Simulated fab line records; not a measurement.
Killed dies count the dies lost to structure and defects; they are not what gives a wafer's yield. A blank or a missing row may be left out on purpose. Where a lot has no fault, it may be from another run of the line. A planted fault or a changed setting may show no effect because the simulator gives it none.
Chamber matching | flow n5Finfet | N5_BEOL_M4_ETCH_64 on rieDiel-06 has 4 sister chambers
The step etches SOC in N2/H2, target depth 75 nm, overetch 22.5 nm, time 121.9 s. 4 wafers are shown with their chamber, then 12 later ones without.

== WAFERS, EACH WITH ITS CHAMBER ==
wafer  | chamber | drypumpMotorCurrentA (A)
L092.5 | 2       | 5.4
L093.1 | 3       | 6.6
L093.2 | 1       | 4.8
L093.3 | 0       | 6.3

== WAFERS MISSING THEIR CHAMBER ==
wafer  | drypumpMotorCurrentA (A)
L093.4 | 5.4
L093.5 | 5.4
L093.6 | 4.8
L091.1 | 5.5
L091.2 | 6.2
L091.3 | 6.6
L097.2 | 6.6
L097.4 | 6.2
L097.5 | 6.2
L096.1 | 6.3
L096.2 | 5.4
L096.4 | 6.6

== EACH ONE'S CHAMBER ==
wafer  | from the rows above | in truth
L093.4 | 2                   | 2
L093.5 | 2                   | 2
L093.6 | 1                   | 1
L091.1 | 2                   | 2
L091.2 | 0                   | 0
L091.3 | 3                   | 3
L097.2 | 3                   | 3
L097.4 | 0                   | 0
L097.5 | 0                   | 0
L096.1 | 0                   | 0
L096.2 | 2                   | 2
L096.4 | 3                   | 3
Correctly placed: 12 of 12. Number that these rows cannot place: 0. 0 placed wrongly.
How it was worked out, from the rows above alone: a wafer's distance from a chamber is the root of the sum, over the readings, of the square of ((its reading less the chamber's mean) divided by the reading's scatter). If the next closest chamber is less than 2 further off than the closest, the wafer can't be placed; otherwise it belongs to the closest. A chamber's mean is the mean of its shown wafers. The scatter (one wafer shown for each chamber): square how far every hidden wafer sits from the nearest shown wafer, average those squares and take the square root.
